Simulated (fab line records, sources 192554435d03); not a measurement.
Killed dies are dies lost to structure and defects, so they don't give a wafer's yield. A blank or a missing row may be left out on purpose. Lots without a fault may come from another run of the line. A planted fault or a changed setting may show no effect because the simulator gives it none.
A struck lot beside a sound one | flow n5_finfet | 44 steps out of a route of 1938
Sound: wafers L513.2, L513.3, L513.5. Struck: wafers L523.2, L523.6. (L523.4 of the same lot was not struck and is left out.) The cause comes at the end.
At each step with rows: each side's tool, then ch and its chambers, then its first start. Under that, the readings that differ: sound wafers | struck wafers | difference of the means | sigmas: that difference in standard deviations of wafers without a fault.
alike: readings whose means differ by less than 2 such deviations, and words and numbers that are the same on both sides. not compared: withheld readings, readings that some wafer has no value for, bounds like >300 that may hide the same value, and numbers for which the record gives no deviation and whose values overlap.
The two part at a step that has a row with sigmas, a row that says differs or no value, or rows on one side only. Numbers that don't overlap but have no deviation are shown without sigmas and don't part them. A reading that every wafer of one side lacks parts them only if that side has two wafers or more.

first, 2 steps without rows for these wafers: N5_BEOL_M5_ANNEAL_51 (time 90 s); N5_BEOL_M5_CMP_52 (polishes, stops on SiCOH lowk, t overpolish 6.9 s, target thk 62 nm).
N5_BEOL_M5_THK_MEAS_53: measures by xrf.
  sound on film_metro-01, day 9 07:10; struck on film_metro-02, day 11 23:14
  alike: M5_THK
then, 3 steps without rows for these wafers: N5_BEOL_M5_PRE_CLEAN_77 (time 15 s); N5_BEOL_M5_CO_CAP_78 (material Co, precursor CCTBA/H2, target thk 2 nm, time 102.1 s); N5_BEOL_M5_PRE_CLEAN_55 (time 15 s).
N5_BEOL_M5_DEP_56: deposits SiCN from 3MS/NH3, target thk 8 nm, time 14 s.
  sound on pecvd-02 ch 0,2, day 9 07:22; struck on pecvd-02 ch 0,2, day 11 23:26
  alike: showerhead_plenum_p_Torr, showerhead_vpp_V, throttle_valve_pct
N5_BEOL_M5_RS_MEAS_57: measures by four-point-probe.
  sound on film_metro-01, day 9 07:27; struck on film_metro-01, day 11 23:30
  alike: M5_RS
N5_BEOL_M5_INSPECT_58: inspects for defects (darkfield).
  sound on defect_inspect-02, day 9 07:28; struck on defect_inspect-01, day 11 23:32
  alike: raw_defect_count
N5_BEOL_M6_ILD_DEP_00: deposits SiCOH lowk from DEMS/porogen, target thk 179.75 nm, time 33.4 s.
  sound on pecvd-03 ch 0,1,2, day 9 07:31; struck on pecvd-02 ch 1,2, day 11 23:34
  alike: heater_power_w, showerhead_plenum_p_Torr, showerhead_vpp_V, susceptor_temp_C, throttle_valve_pct
then, 1 step without rows for these wafers: N5_BEOL_M6_CURE_74 (cures SiCOH lowk, time 240 s).
N5_BEOL_M6_THK_MEAS_01:
  sound on film_metro-01, day 9 08:05; struck on film_metro-01, day 12 00:08
  alike: M6_ILD_THK
N5_BEOL_M6_PECVD_70: deposits SiO2 from TEOS/O2, target thk 20 nm, time 22.7 s.
  sound on pecvd-02 ch 0,2, day 9 08:07; struck on pecvd-02 ch 2, day 12 00:11
  reading                                    | sound                | struck        | difference | sigmas
  susceptor_temp_C (C)                       | 399.96 400.49 400.05 | 404.92 404.80 | +4.69      | +21
  model.SiO2_of_BEOL_M6_PECVD_70.thk_nm (nm) | 19.6 19.6 20         | 19.4 19.4     | -0.3       |
  alike: heater_power_w, showerhead_plenum_p_Torr, showerhead_vpp_V, throttle_valve_pct
then, 9 steps without rows for these wafers: N5_BEOL_M6_HM_DEP_02 (deposits TiN, target thk 20 nm); N5_BEOL_M6_COAT_59 (time 60 s, resist thk 100 nm); N5_BEOL_M6_COAT_60 (time 60 s, resist thk 35 nm); N5_BEOL_M6_COAT_05 (resist thk 90 nm); N5_BEOL_M6_EBR_07; N5_BEOL_M6_SOFTBAKE_06 (time 60 s); N5_BEOL_M6_EXPOSE_08 (exposes mask M6); N5_BEOL_M6_PEB_09 (peb time 60 s); N5_BEOL_M6_DEVELOP_10 (develop time 30 s).
N5_BEOL_M6_CD_MEAS_11: target cd 38.5 nm.
  sound on cd_sem-02 ch 0, day 9 09:06; struck on cd_sem-02 ch 0, day 12 02:05
  alike: cd_nm
N5_BEOL_M6_OVL_MEAS_12:
  sound on overlay-02 ch 0, day 9 09:08; struck on overlay-02 ch 0, day 12 02:07
  alike: M6_OVL
N5_BEOL_M6_INSPECT_13: inspects for defects (brightfield).
  sound on defect_inspect-01, day 9 09:09; struck on defect_inspect-01, day 12 02:08
  reading          | sound       | struck  | difference | sigmas
  raw_defect_count | 370 364 326 | 610 504 | +204       | +2
then, 1 step without rows for these wafers: N5_BEOL_M6_DESCUM_16 (chemistry O2, time 7.9 s).
N5_BEOL_M6_ETCH_61: etches SiARC in CF4, target depth 45.5 nm, time 75.8 s.
  sound on rie_diel-02 ch 1,3, day 9 09:26; struck on rie_diel-03 ch 1,2, day 12 02:13
  alike: drypump_motor_current_A, etch_rf_on_time_s, oes_product_au, rf_vpp_V, showerhead_plenum_p_Torr, throttle_valve_pct
  not compared: rf_hours_counter_h
N5_BEOL_M6_ETCH_62: etches SOC in N2/H2, target depth 110 nm, overetch 22 nm, time 165 s.
  sound on rie_diel-02 ch 1,3, day 9 09:30; struck on rie_diel-03 ch 1,2, day 12 02:16
  alike: drypump_motor_current_A, n2_flow_sccm, oes_product_au, rf_vpp_V, showerhead_plenum_p_Torr, throttle_valve_pct
  not compared: rf_hours_counter_h
then, 2 steps without rows for these wafers: N5_BEOL_M6_STRIP_68 (strips in N2/H2); N5_BEOL_M6_STRIP_67 (strips in CF4).
N5_BEOL_M6_HM_OPEN_17: chemistry Cl2/BCl3, target TiN, target depth 20 nm, overetch 6 nm.
  sound on rie_metal-02 ch 0,1, day 9 09:41; struck on rie_metal-01 ch 0, day 12 02:27
  alike: drypump_motor_current_A, oes_product_au, throttle_valve_pct
  not compared: rf_hours_counter_h
then, 1 step without rows for these wafers: N5_BEOL_M6_STRIP_19 (strips in O2).
N5_BEOL_M6_CD_MEAS_18: pitch 80 nm, target cd 40 nm.
  sound on cd_sem-01, day 9 09:53; struck on cd_sem-01, day 12 02:38
  alike: cd_nm
then, 9 steps without rows for these wafers: N5_BEOL_M6_COAT_63 (time 60 s, resist thk 60 nm); N5_BEOL_M6_COAT_64 (time 60 s, resist thk 12 nm); N5_BEOL_M6_COAT_71 (time 60 s, resist thk 5 nm); N5_BEOL_M6_COAT_22 (resist thk 30 nm); N5_BEOL_M6_EBR_24; N5_BEOL_M6_SOFTBAKE_23 (time 60 s); N5_BEOL_M6_EXPOSE_25 (exposes mask V5, target cd 40 nm); N5_BEOL_M6_PEB_26 (peb time 60 s); N5_BEOL_M6_DEVELOP_27 (develop time 30 s).
N5_BEOL_M6_HM_STRIP_39: strips TiN in peroxide tin strip, target depth 25 nm, time 158 s.
  sound on wet_bench-04 ch 0,2,4, day 9 12:20; struck on wet_bench-04 ch 0,3, day 12 06:47
  alike: bath_guard_temp_C
  not compared: model.SiO2_of_BEOL_M6_PECVD_70.thk_nm
then, 1 step without rows for these wafers: N5_PASSIVATION_PROBE_49.

WHERE THEY PART
First at N5_BEOL_M6_PECVD_70; last, within this record, at N5_BEOL_M6_INSPECT_13. Later steps at which nothing parts them and some readings are alike: N5_BEOL_M6_ETCH_61, N5_BEOL_M6_ETCH_62, N5_BEOL_M6_HM_OPEN_17, N5_BEOL_M6_CD_MEAS_18, N5_BEOL_M6_HM_STRIP_39.

WHY: what the simulator had put in
Process parameter drift: pecvd-02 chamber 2, from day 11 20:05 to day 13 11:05, at N5_BEOL_M6_PECVD_70. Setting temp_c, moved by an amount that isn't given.
